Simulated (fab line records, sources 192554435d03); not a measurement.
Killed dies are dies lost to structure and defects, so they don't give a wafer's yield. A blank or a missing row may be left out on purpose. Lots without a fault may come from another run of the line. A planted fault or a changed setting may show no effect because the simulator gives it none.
fab line records | flow n5_finfet
record lots=5 wafers=15 last_day=16
route steps=1938 shown GATE_CUT@499 BEOL_M4@1111
lots that met no fault: from a run of the same line without faults
start_h: hours from the record's first day to the start of the lot's first wafer shown | wait_h: hours since the lot's step before | " the same as in the row above | L1.1+2: a row that stands for several wafers | - no value, or no start given | * or withheld: withheld | < > ~ a bound
route shown NAME@n: a module of which the file shows steps, and the number in the route of the first | usual: mean/standard deviation of fault-free wafers | same: alike in all rows | chamber/n: place in a boat | sites: the reading at each site | _std_site: their standard deviation | _edge_site: outer sites' mean less inner sites' | radius_mm: how far each site lies from the wafer's centre | mask NAME#n: copy n | behind: the tool/chamber that last shaped the wafer | hold: why the lot was held/for how many hours/how that ended | device: the transistor (n, p or np) that didn't switch | end of line: the same wafers' tests at the end of the route | a step without rows: its recipe alone | killed: dies lost to structure and defects at the first sort, not the wafer's yield | map: a wafer's dies, x killed, . not, _ none there
set.NAME: the setting as run; set.NAME@STEP: as run at that earlier step | model.NAME: the simulator's own value behind a step, which no gauge read
lots at some steps of the route; a table a step, a row a wafer
services: from which hour (start_h, from the record's first day; less than 0 if before it) a tool's chamber was out of use, for how many hours, and why
## steps
# step N5_GATE_CUT_ETCH_19
# recipe chemistry=CH3F/O2 target=SiNx mask_material=SiO2 target_depth_a=537 time_s=76.7 pressure_mtorr=30 source_w=395 bias_w=73 Ar_flow_sccm=150 CH3F_flow_sccm=30 O2_flow_sccm=20 ion_energy_ev=120 ends=cleared
# usual drypump_motor_current_A=5.8/0.42 etch_rf_on_time_s=77.0/1 mfc_ar_sccm=150.0/0.45 oes_product_au=0.69/0.078 rf_vpp_V=298/3.7 showerhead_plenum_p_Torr=2.03/0.07 throttle_valve_pct=16.30/0.25
# columns lot.wafer tool chamber start_h wait_h drypump_motor_current_A etch_rf_on_time_s mfc_ar_sccm oes_product_au rf_hours_counter_h rf_vpp_V showerhead_plenum_p_Torr throttle_valve_pct
L483.1 rie_diel-03 0 133.38 0.0 6.7 75.1 150.0 0.81 4 303 1.97 16.17
L483.5 " 3 " " 5.3 78.0 150.1 0.58 - 302 1.98 16.74
L483.6 " 2 " " 5.3 76.7 149.8 0.66 - 296 1.92 16.38
L484.2 rie_diel-06 3 136.16 0.0 5.9 77.1 150.3 0.72 72 295 2.11 16.02
L484.4 " 0 " " 5.9 78.5 149.9 0.58 226 293 1.98 16.54
L484.5 " 2 " " 5.2 77.3 150.6 0.77 - 301 2.05 16.24
L492.1 rie_diel-03 2 182.18 0.0 5.3 77.7 150.6 0.64 146 298 1.92 16.41
L492.4 " 0 " " 6.6 76.4 149.3 0.76 - 302 1.96 16.21
L492.6 " 2 " " 5.3 78.6 150.9 0.63 - 298 1.92 16.42
L493.2 rie_diel-02 0 190.42 0.0 6.0 76.9 150.2 0.70 77 299 2.11 16.05
L493.4 " 1 " " 6.2 76.9 149.5 0.64 155 302 2.08 16.06
L493.5 " 0 " " 6.0 77.0 149.4 0.71 - 301 2.11 16.03
L497.1 rie_diel-02 0 211.32 0.0 6.1 76.1 149.8 0.70 80 300 2.11 16.05
L497.3 " 2 " " 6.2 78.0 149.8 0.63 199 295 1.91 16.74
L497.5 " 1 " " 6.2 76.6 150.1 0.63 - 301 2.08 16.09
# step N5_GATE_CUT_CUT_ETCH_53
# recipe chemistry=SF6/Cl2 target=W mask_material=SiO2 target_depth_a=792 pressure_mtorr=8 icp_w=900 bias_w=80 SF6_flow_sccm=40 Cl2_flow_sccm=60 ends=cleared
# step N5_GATE_CUT_CUT_ETCH_54
# recipe chemistry=Cl2/BCl3 target=TiN mask_material=SiO2 target_depth_a=967 pressure_mtorr=10 icp_w=1000 bias_w=126 Cl2_flow_sccm=53.25 bcl3_flow_sccm=21.75 Ar_flow_sccm=25 ends=cleared
# usual drypump_motor_current_A=5.5/0.38 etch_rf_on_time_s=36.6/0.44 he_backside_leak_sccm=3.44/0.14 mfc_ar_sccm=25.00/0.075 mfc_cl2_sccm=53.30/0.16 oes_product_au=0.72/0.072 throttle_valve_pct=22.3/0.37
# columns lot.wafer tool chamber start_h wait_h drypump_motor_current_A etch_rf_on_time_s he_backside_leak_sccm mfc_ar_sccm mfc_cl2_sccm oes_product_au rf_hours_counter_h throttle_valve_pct
L483.1 rie_metal-02 1 133.54 0.0 5.3 36.1 3.46 24.92 53.33 0.79 16 22.1
L483.5 " 1 " " 5.3 35.8 3.41 24.97 53.21 0.79 - 22.1
L483.6 " 0 " " 5.5 36.0 3.40 24.81 53.22 0.70 - 21.7
L484.2 rie_metal-03 1 136.32 0.0 5.6 36.6 3.43 24.95 53.27 0.83 7 22.4
L484.4 " 1 " " 5.6 37.0 3.51 24.95 53.29 0.83 - 22.4
L484.5 " 0 " " 4.9 37.2 3.50 24.97 53.28 0.61 - 22.9
L492.1 rie_metal-03 1 182.35 0.0 5.6 36.8 3.56 25.01 53.25 0.81 12 22.5
L492.4 " 0 " " 4.9 37.7 3.38 24.91 53.48 0.59 - 22.9
L492.6 " 1 " " 5.6 37.0 3.58 25.14 53.07 0.80 - 22.5
L493.2 rie_metal-03 0 190.59 0.0 4.9 37.0 3.45 25.07 53.11 0.60 92 22.9
L493.4 " 1 " " 5.6 36.8 3.51 25.00 53.12 0.81 - 22.4
L493.5 " 0 " " 4.9 36.9 3.38 25.05 53.10 0.60 - 22.9
L497.1 rie_metal-02 1 211.49 0.0 5.2 36.7 3.37 25.07 53.26 0.75 23 22.2
L497.3 " 1 " " 5.2 36.6 3.31 24.99 53.33 0.76 - 22.2
L497.5 " 1 " " 5.2 36.6 3.46 25.00 53.46 0.75 - 22.2
# step N5_GATE_CUT_CUT_ETCH_55
# recipe chemistry=BCl3 target=HfO2 mask_material=SiO2 target_depth_a=32 ion_energy_ev=30 pressure_mtorr=5 icp_w=450 bias_w=18 bcl3_flow_sccm=80
# step N5_GATE_CUT_ETCH_47
# recipe chemistry=Cl2/BCl3 target=SiO2 target_depth_a=100 pressure_mtorr=10 icp_w=1000 bias_w=126 Cl2_flow_sccm=53.25 bcl3_flow_sccm=21.75 Ar_flow_sccm=25
# step N5_GATE_CUT_VAPOR_ETCH_48
# recipe chemistry=BCl3/Cl2 target=TiN mode=isotropic
# usual drypump_motor_current_A=5.5/0.38 he_backside_leak_sccm=3.5/0.35 oes_product_au=0.80/0.082
# columns lot.wafer tool chamber start_h wait_h drypump_motor_current_A he_backside_leak_sccm oes_product_au
L483.1 rie_metal-02 1 133.67 0.0 5.3 3.4 0.86
L483.5 " 1 " " 5.3 3.3 0.86
L483.6 " 0 " " 5.5 3.6 0.78
L484.2 rie_metal-03 1 136.44 0.0 5.6 3.5 0.91
L484.4 " 1 " " 5.6 3.6 0.92
L484.5 " 0 " " 4.9 3.4 0.67
L492.1 rie_metal-03 1 182.47 0.0 5.6 3.6 0.89
L492.4 " 0 " " 4.9 3.6 0.66
L492.6 " 1 " " 5.6 3.6 0.90
L493.2 rie_metal-03 0 190.71 0.0 4.9 3.7 0.66
L493.4 " 1 " " 5.6 3.6 0.90
L493.5 " 0 " " 4.9 3.7 0.66
L497.1 rie_metal-02 1 211.61 0.0 5.3 3.4 0.84
L497.3 " 1 " " 5.2 3.4 0.84
L497.5 " 1 " " 5.2 3.4 0.84
# step N5_GATE_CUT_VAPOR_ETCH_49
# recipe chemistry=BCl3/Cl2 target=TiAlC mode=isotropic
# usual drypump_motor_current_A=5.5/0.38 he_backside_leak_sccm=3.48/0.16 oes_product_au=0.79/0.081
# columns lot.wafer tool chamber start_h wait_h drypump_motor_current_A he_backside_leak_sccm oes_product_au
L483.1 rie_metal-02 1 133.71 0.0 5.3 3.18 0.86
L483.5 " 1 " " 5.3 3.29 0.86
L483.6 " 0 " " 5.5 3.52 0.78
L484.2 rie_metal-03 1 136.47 0.0 5.6 3.51 0.92
L484.4 " 1 " " 5.6 3.54 0.93
L484.5 " 0 " " 4.9 3.52 0.66
L492.1 rie_metal-03 1 182.50 0.0 5.6 3.68 0.89
L492.4 " 0 " " 4.9 3.41 0.66
L492.6 " 1 " " 5.6 3.62 0.89
L493.2 rie_metal-03 0 190.74 0.0 4.9 3.63 0.65
L493.4 " 1 " " 5.5 3.72 0.89
L493.5 " 0 " " 4.9 3.52 0.66
L497.1 rie_metal-02 1 211.64 0.0 5.3 3.34 0.84
L497.3 " 1 " " 5.3 3.22 0.83
L497.5 " 1 " " 5.3 3.37 0.83
# step N5_GATE_CUT_VAPOR_ETCH_51
# recipe chemistry=BCl3/Cl2 target=HfO2 mode=isotropic
# usual drypump_motor_current_A=5.5/0.38 he_backside_leak_sccm=3.47/0.22 oes_product_au=0.79/0.081
# columns lot.wafer tool chamber start_h wait_h drypump_motor_current_A he_backside_leak_sccm oes_product_au
L483.1 rie_metal-02 1 133.75 0.0 5.3 3.17 0.86
L483.5 " 1 " " 5.3 2.99 0.85
L483.6 " 0 " " 5.5 3.22 0.76
L484.2 rie_metal-03 1 136.50 0.0 5.6 3.66 0.93
L484.4 " 1 " " 5.6 3.62 0.93
L484.5 " 0 " " 4.9 3.39 0.67
L492.1 rie_metal-03 1 182.53 0.0 5.6 3.67 0.91
L492.4 " 0 " " 4.9 3.65 0.66
L492.6 " 1 " " 5.6 3.66 0.90
L493.2 rie_metal-03 0 190.77 0.0 4.9 3.62 0.66
L493.4 " 1 " " 5.6 3.59 0.90
L493.5 " 0 " " 4.9 3.71 0.66
L497.1 rie_metal-02 1 211.67 0.0 5.2 3.31 0.84
L497.3 " 1 " " 5.3 3.29 0.83
L497.5 " 1 " " 5.3 3.23 0.84
# step N5_GATE_CUT_STRIP_21
# recipe chemistry=N2/H2 time_s=30 power_w=1000 temp_c=250 pressure_mtorr=withheld n2_flow_sccm=1750 h2_flow_sccm=3250
# step N5_GATE_CUT_STRIP_29
# recipe chemistry=post_etch_residue_remover time_s=60 temp_c=25 remover_ph=withheld remover_water_wt_pct=withheld remover_fluoride_wt_pct=withheld
# step N5_GATE_CUT_SRD_52
# recipe dry=ipa_marangoni time_s=30 temp_c=23 rinse_liquid=diw
# step N5_GATE_CUT_ALD_22
# recipe material=SiNx target_thk_a=160 temp_c=400 ald_precursor_family=SiH2I2 ald_co_reactant=N2/H2-plasma pulse_time_s=1 ald_cycles=320 purge_time_s=2 co_reactant_purge_time_s=2 pressure_torr=2
# step N5_GATE_CUT_CMP_23
# recipe stop_on=SiO2 t_overpolish_s=23.4 post_cmp_clean=alkaline_brush down_force_psi=2.5 platen_rpm=51.8 pad_velocity_m_s=1.0307 target_thk_nm=16
# usual head_pressure_psi=2.501/0.0064 motor_current_A=9.3/1 overpolish_run_s=23.400/0.0083 platen_rpm=51.81/0.036 time_to_endpoint_s=20.2/2
# columns lot.wafer tool chamber start_h wait_h head_pressure_psi motor_current_A overpolish_run_s platen_rpm time_to_endpoint_s
L483.1 cmp-04 2 135.71 0.9 2.511 9.7 23.383 51.80 20.1
L483.5 " 3 " " 2.500 9.6 23.403 51.80 23.5
L483.6 " 0 " " 2.502 7.7 23.393 51.81 20.3
L484.4 cmp-02 3 138.21 0.0 2.506 9.3 23.400 51.80 19.6
L484.2 " 0 " " 2.195 8.9 23.391 51.86 20.9
L484.5 " 3 " " 2.509 9.1 23.398 51.81 19.7
L492.4 cmp-04 0 185.69 0.8 2.510 7.6 23.386 51.79 20.6
L492.1 " 2 " " 2.499 9.8 23.406 51.84 20.6
L492.6 " 0 " " 2.505 7.6 23.402 51.74 19.6
L493.4 cmp-04 2 194.34 0.8 2.494 9.7 23.402 51.75 18.5
L493.2 " 0 " " 2.503 7.7 23.396 51.71 21.3
L493.5 " 1 " " 2.510 8.6 23.413 51.81 20.2
L497.3 cmp-02 0 213.44 0.8 2.506 9.2 23.397 51.85 23.2
L497.1 " 1 " " 2.502 9.1 23.399 51.83 24.6
L497.5 " 2 " " 2.494 7.9 23.392 51.80 25.0
# step N5_GATE_CUT_THK_MEAS_24
# recipe reads=SiO2_of_GATE_CUT_HM_DEP_46+SiO2_flowable_of_ILD0_FCVD_FILL_01
# usual GC_FILL_THK=219.5/1.9
# columns lot.wafer tool chamber start_h wait_h GC_FILL_THK[nm]
L483.1 film_metro-01 - 135.89 - 218.4
L483.5 " - " " 220.9
L483.6 " - " " 219.7
L484.2 film_metro-02 - 138.50 - 217.1
L484.4 " - " " 218.9
L484.5 " - " " 218.8
L492.1 film_metro-01 - 185.95 - 219.2
L492.4 " - " " 220.9
L492.6 " - " " 218.9
L493.2 film_metro-02 - 194.60 - 219.0
L493.4 " - " " 220.1
L493.5 " - " " 221.0
L497.1 film_metro-01 - 213.66 - 215.2
L497.3 " - " " 214.3
L497.5 " - " " 218.3
# step N5_BEOL_M4_RC_MEAS_101
# usual DIBL_N=36.3/1.2 DIBL_P=36.1/1.6 IOFF_N=0.161/0.023 IOFF_P=0.209/0.027 ION_N=676/8.9 ION_P=462/5.3 SS_N=71.5/0.51 SS_P=73.2/0.5 VT_N=249.1/2.5 VT_P=-249.9/2.8
# columns lot.wafer tool chamber start_h wait_h DIBL_N[mV/V] DIBL_P[mV/V] IOFF_N[nA/um] IOFF_P[nA/um] ION_N[uA/um] ION_P[uA/um] SS_N[mV/dec] SS_P[mV/dec] VT_N[mV] VT_P[mV]
L484.2 prober-02 0 206.46 0.2 35.5 33.1 0.138 0.183 666 460 71.2 72.3 250.0 -251.4
L484.4 " 0 " " 36.5 34.4 0.153 0.210 681 469 71.2 73.0 248.6 -248.4
L484.5 " 0 " " 37.1 35.1 0.161 0.212 679 469 71.8 73.5 249.0 -249.5
L483.1 prober-01 0 211.73 0.0 34.9 35.9 0.141 0.178 677 457 71.6 73.8 249.3 -254.8
L483.5 " 0 " " 34.5 35.5 0.138 0.172 679 455 70.4 72.8 250.1 -253.9
L483.6 " 0 " " 35.1 36.0 0.145 0.176 686 466 71.4 72.9 249.1 -252.3
L492.1 prober-01 0 256.56 0.0 38.4 36.6 0.189 0.214 680 463 71.4 73.3 246.8 -251.5
L492.4 " 0 " " 37.1 35.1 0.146 0.190 663 459 71.3 73.0 252.3 -252.8
L492.6 " 0 " " 37.0 35.6 0.159 0.202 673 458 71.1 72.6 248.4 -249.5
L493.2 prober-02 0 268.85 0.2 37.9 39.8 0.212 0.239 690 469 72.2 73.5 244.8 -250.4
L493.4 " 0 " " 36.1 37.9 0.167 0.207 691 469 71.4 73.0 246.9 -252.0
L493.5 " 0 " " 37.4 40.0 0.206 0.255 696 475 72.4 74.2 245.6 -247.9
L497.1 prober-02 0 284.60 0.0 36.9 38.7 0.155 0.237 667 460 71.6 73.7 252.0 -247.5
L497.3 " 0 " " 37.1 38.2 0.152 0.223 669 455 71.5 73.6 252.4 -247.7
L497.5 " 0 " " 38.2 40.2 0.180 0.271 676 465 71.6 74.1 248.3 -245.8
## services
# columns tool chamber start_h hours kind
rie_diel-02 1 113.73 15.6 repair
rie_diel-06 2 117.42 1.2 repair
rie_diel-02 3 129.56 - clean
rie_diel-02 3 129.56 - consumable_replace:focus_ring
rie_diel-02 3 129.56 - consumable_replace:showerhead
rie_diel-02 3 129.56 23.7 scheduled_down
rie_diel-02 3 129.56 23.7 vent_cycle
cmp-02 - 132.53 4.0 pm
cmp-02 - 136.53 - consumable_replace:conditioner
cmp-02 - 136.53 - consumable_replace:pad
cmp-04 - 149.07 6.8 pm
rie_diel-02 3 153.75 1.5 repair
cmp-04 - 164.22 2.1 repair
rie_diel-03 3 164.52 1.7 repair
rie_metal-03 - 166.18 2.2 repair
cmp-04 - 174.93 1.3 repair
rie_diel-06 - 179.18 14.6 pm
rie_diel-03 3 179.37 - clean
rie_diel-03 3 179.37 - consumable_replace:focus_ring
rie_diel-03 3 179.37 16.3 scheduled_down
rie_diel-03 3 179.37 16.3 vent_cycle
rie_diel-02 0 201.01 9.1 repair
cmp-04 - 209.28 0.9 repair
## key
first_sign step=N5_GATE_CUT_CMP_23 reading=head_pressure_psi direction=down sigmas=48 usual=2.501 struck=2.195
effect none on later readings
met_at N5_GATE_CUT_CMP_23
struck_wafers L484.2
fault kind=process_parameter_drift tool=cmp-02 chamber=0 onset_h=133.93 steps=N5_GATE_CUT_CMP_23 channel=down_force_psi offset=-0.30271 shape=step end_h=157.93 acts_in=these_recipes_only stated=2.5
